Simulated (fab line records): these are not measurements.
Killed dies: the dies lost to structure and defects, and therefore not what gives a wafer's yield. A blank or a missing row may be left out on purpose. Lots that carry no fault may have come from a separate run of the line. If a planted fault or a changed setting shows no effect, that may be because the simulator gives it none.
Lot-split experiment -- flow n5Finfet -- 39 wafers read from 7 lots, route of 1938 steps

## SPLIT DETAILS
At N5_BEOL_M5_ETCH_68 (etches SOC in N2/H2, target depth 80 nm, overetch 16 nm, time 120 s), the setting timeS was moved away from the recipe's 120 s on 18 of the 39 wafers read, by -47.0% to +45.8%. The other wafers ran this setting at the recipe's value.

## FROM THE SPLIT TO THE READING: what the file shows between them, 2 steps
- N5_BEOL_M5_STRIP_69: strips in N2/H2
- N5_BEOL_M5_STRIP_76: strips in N2/H2

## THE READING
BEOL_M5.cdNm (the simulator's own value, which no gauge read), in nm, at N5_BEOL_M5_VIA_ETCH_34 (etches SiCOH lowk in C4F6/O2, target depth 88.3 nm, time 39.2 s). The file does not state a usual value for it. The 21 wafers here that ran the recipe average 28.2 nm, standard deviation 0.27 nm.

wafer,"tool, chamber at the split","timeS as run, s",against the recipe,"BEOL_M5.cdNm, nm",against lot-mates on the recipe
L074.1,"rieDiel-05, 2,3",120,recipe,28.4,-
L074.3,"rieDiel-05, 2,3",120,recipe,28.4,-
L074.2,"rieDiel-05, 1",120,recipe,28.6,-
L074.4,"rieDiel-05, 0",159.6,+33.0%,29,+0.5
L074.5,"rieDiel-05, 2",159.6,+33.0%,29,+0.5
L074.6,"rieDiel-05, 1",159.6,+33.0%,29.4,+0.9
L075.1,"rieDiel-05, 2",175,+45.8%,29.2,+0.9
L075.6,"rieDiel-05, 0",175,+45.8%,29.2,+0.9
L075.2,"rieDiel-05, 3",120,recipe,28.4,-
L075.3,"rieDiel-05, 0",120,recipe,28,-
L075.4,"rieDiel-05, 1",175,+45.8%,29.6,+1.3
L075.5,"rieDiel-05, 1",120,recipe,28.6,-
L077.1,"rieDiel-03, 1",120,recipe,27.8,-
L077.2,"rieDiel-03, 0",120,recipe,28,-
L077.6,"rieDiel-03, 2",120,recipe,27.6,-
L079.1,"rieDiel-03, 2",172.9,+44.1%,29,+0.9
L079.3,"rieDiel-03, 1",172.9,+44.1%,29,+0.9
L079.2,"rieDiel-03, 3",120,recipe,28.2,-
L079.6,"rieDiel-03, 0",120,recipe,28.2,-
L079.4,"rieDiel-03, 0",120,recipe,28,-
L079.5,"rieDiel-03, 1",172.9,+44.1%,29.2,+1.1
L088.1,"rieDiel-05, 2",120,recipe,28,-
L088.2,"rieDiel-05, 3",64.35,-46.4%,27,-1.3
L088.3,"rieDiel-05, 1",120,recipe,28.4,-
L088.4,"rieDiel-05, 3",64.35,-46.4%,27.4,-0.9
L088.5,"rieDiel-05, 2",64.35,-46.4%,26.8,-1.5
L088.6,"rieDiel-05, 1",120,recipe,28.6,-
L093.1,"rieDiel-02, 3",120,recipe,28.2,-
L093.4,"rieDiel-02, 2",120,recipe,28.2,-
L093.6,"rieDiel-02, 3",120,recipe,28.2,-
L093.2,"rieDiel-02, 1",63.6,-47.0%,27,-1.2
L093.5,"rieDiel-02, 0",63.6,-47.0%,27,-1.2
L093.3,"rieDiel-02, 0",63.6,-47.0%,27.4,-0.8
L097.1,"rieDiel-03, 3",140.4,+17.0%,28,+0.1
L097.2,"rieDiel-03, 2",120,recipe,28,-
L097.6,"rieDiel-03, 1",120,recipe,28,-
L097.3,"rieDiel-03, 1",140.4,+17.0%,28.2,+0.3
L097.4,"rieDiel-03, 3",120,recipe,27.8,-
L097.5,"rieDiel-03, 2",140.4,+17.0%,28.4,+0.5
When a row names more than one chamber, that row covers several wafers, and the file does not tell which wafer ran in which chamber.

THE FIT
A straight line over all 39 wafers: BEOL_M5.cdNm changes by +0.0231 nm for each +1% of timeS; r = +0.92; the points scatter about the line by 0.27 nm.
The same after taking each lot's own level away (the mean of its wafers on the recipe; 39 wafers): +0.0229 nm for each +1%; r = +0.96; scatter 0.19 nm.
The reading moves by 1.1 nm for the largest change in timeS, on that fit.
The span of the lots' own levels, 27.80 to 28.47 nm, comes to 2.5 times the standard deviation stated above.
Hence the lot-to-lot level has little effect on the slope; both slopes agree.
Check: for one of the wafers moved furthest among these (-47.0%), held out of the fit, the line's prediction against its lot-mates is -1.11 nm. It came out at -1.2 nm against them.

## OTHER SPLITS ON THESE WAFERS
Before the reading, these wafers also passed through other splits. Each is held against what the fit with the lots' levels taken away leaves over:
other split on the same wafers,wafers away from the commonest value,r with BEOL_M5.cdNm (lot level and that fit taken away)
N5_ZERO_LAYER_DEVELOP_10 developTimeS,15,+0.11
N5_STI_FIN_REVEAL_ETCHBACK_08 targetDepthA,15,-0.05
N5_BEOL_M0_SAQP_SPACER1_ALD_98 aldCycles,9,-0.30
N5_BEOL_M3_CVD_47 targetThkA,15,-0.02

## THE WHOLE CHAIN: every reading that the file lists as answering this split, in the file's order
step,what it does,reading,change (the file's fit),r (the file's)
N5_BEOL_M5_ETCH_68,"etches SOC in N2/H2, target depth 80 nm, overetch 16 nm, time 120 s","etch.depthNm (the simulator's own value, which no gauge read)","not straight: 50.98 at the lowest setting, 60.1 at the recipe, 60.09 at the highest",not given
N5_BEOL_M5_ETCH_68,"etches SOC in N2/H2, target depth 80 nm, overetch 16 nm, time 120 s","SiARC_of_BEOL_M5_COAT_66.thkNm (the simulator's own value, which no gauge read)",-0.0548 nm for each +1% of the setting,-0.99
N5_BEOL_M5_ETCH_68,"etches SOC in N2/H2, target depth 80 nm, overetch 16 nm, time 120 s","BEOL_M5.cdNm (the simulator's own value, which no gauge read)",+0.0239 nm for each +1% of the setting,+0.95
N5_BEOL_M5_VIA_ETCH_34,"etches SiCOH lowk in C4F6/O2, target depth 88.3 nm, time 39.2 s","BEOL_M5.cdNm (the simulator's own value, which no gauge read)",+0.0227 nm for each +1% of the setting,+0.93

## THE FILE'S OWN FIT
BEOL_M5.cdNm changes by +0.0227 nm for each +1% of timeS, r = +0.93.
